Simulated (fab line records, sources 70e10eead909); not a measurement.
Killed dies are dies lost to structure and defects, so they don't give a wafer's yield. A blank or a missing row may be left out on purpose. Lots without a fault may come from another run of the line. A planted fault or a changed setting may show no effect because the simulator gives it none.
Chamber matching | flow nand_harc | NHARC_A_CHANNEL_FILL_D2_ALD_25 on ald_hk-01: 4 sister chambers
The step deposits SiOx, target thk 60 nm, pulse time 10 s, ald cycles 600. 4 wafers are shown with their chamber, then 8 later ones without.

WAFERS WITH THEIR CHAMBER
wafer  | chamber | heater_power_w (W)
L086.5 | 3       | 471
L087.4 | 0       | 567
L087.5 | 1       | 450
L090.1 | 2       | 445

WAFERS WITHOUT THEIR CHAMBER
wafer  | heater_power_w (W)
L090.4 | 429
L090.5 | 443
L091.4 | 473
L091.2 | 438
L091.5 | 478
L097.3 | 465
L097.1 | 433
L097.6 | 543

WHICH CHAMBER EACH WENT THROUGH
wafer  | from the rows above          | in truth
L090.4 | can't be placed: 2 or 1      | 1
L090.5 | can't be placed: 2 or 1      | 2
L091.4 | can't be placed: 3 or 1      | 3
L091.2 | can't be placed: 2 or 1      | 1
L091.5 | can't be placed: 3 or 1      | 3
L097.3 | can't be placed: 3 or 1 or 2 | 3
L097.1 | can't be placed: 2 or 1      | 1
L097.6 | 0                            | 0
Placed correctly: 1 of 8. Can't be placed from these rows: 7 (the true chamber is among the candidates in 7). Placed wrongly: 0.
How it was worked out, from the rows above alone: a wafer's distance from a chamber is the root of the sum, over the readings, of the square of ((its reading less the chamber's mean) divided by the reading's scatter). The wafer belongs to the nearest chamber; if the next one is less than 2 further off, it can't be placed. A chamber's mean is the mean of its shown wafers. The scatter: with one shown wafer a chamber, the root of the mean of the squares of how far each hidden wafer lies from its nearest shown one.
